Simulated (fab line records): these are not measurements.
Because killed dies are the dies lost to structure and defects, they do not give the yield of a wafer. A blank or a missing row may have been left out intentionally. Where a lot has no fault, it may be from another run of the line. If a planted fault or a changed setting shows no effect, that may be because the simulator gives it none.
Matching of chambers + flow nandHarc + NHARC_A_SGD_CUT_ETCHBACK_24 on rieDiel-12: 4 sister chambers
The step etches the open film in CH3F/O2, target depth 50 nm, time 92.857 s. 8 wafers are shown with their chamber, then 11 later ones without.

## WAFERS, EACH WITH ITS CHAMBER
| wafer  | chamber | drypumpMotorCurrentA (A) | rfVppV (V) |
|--------|---------|--------------------------|------------|
| L086.1 | 3       | 6.4                      | 245.3      |
| L086.4 | 0       | 5.9                      | 243.1      |
| L088.1 | 0       | 5.9                      | 242.6      |
| L088.6 | 1       | 5.4                      | 241.9      |
| L088.3 | 2       | 6.4                      | 247.1      |
| L088.4 | 3       | 6.3                      | 243.8      |
| L088.5 | 2       | 6.4                      | 246.3      |
| L090.1 | 1       | 5.4                      | 242.5      |

## WAFERS MISSING THEIR CHAMBER
| wafer  | drypumpMotorCurrentA (A) | rfVppV (V) |
|--------|--------------------------|------------|
| L090.3 | 5.9                      | 243.3      |
| L090.6 | 6.4                      | 244.9      |
| L095.2 | 6.4                      | 246.9      |
| L095.5 | 5.4                      | 243.4      |
| L095.6 | 6.4                      | 245.8      |
| L097.1 | 6.4                      | 246.7      |
| L097.2 | 5.9                      | 243.6      |
| L097.5 | 5.9                      | 241.6      |
| L097.3 | 6.3                      | 245.6      |
| L097.4 | 5.4                      | 242.0      |
| L097.6 | 5.4                      | 242.2      |

## EACH ONE'S CHAMBER
| wafer  | from the rows above     | in truth |
|--------|-------------------------|----------|
| L090.3 | 0                       | 0        |
| L090.6 | can't be placed: 3 or 2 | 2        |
| L095.2 | 2                       | 2        |
| L095.5 | 1                       | 1        |
| L095.6 | can't be placed: 2 or 3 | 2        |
| L097.1 | 2                       | 2        |
| L097.2 | 0                       | 0        |
| L097.5 | 0                       | 0        |
| L097.3 | can't be placed: 3 or 2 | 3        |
| L097.4 | 1                       | 1        |
| L097.6 | 1                       | 1        |
8 of 11 placed correctly. Can't be placed from these rows: 3 (the true chamber is among the candidates in 3). 0 placed wrongly.
How it was worked out, from the rows above alone: a wafer's distance from a chamber is the root of the sum, over the readings, of the square of ((its reading less the chamber's mean) divided by the reading's scatter). If the next closest chamber is less than 2 further off than the closest, the wafer can't be placed; otherwise it belongs to the closest. A chamber's mean is the mean of its shown wafers. The scatter: take each reading less its chamber's mean, square it, sum over the shown wafers, divide by the number of wafers less the number of chambers, and take the root.
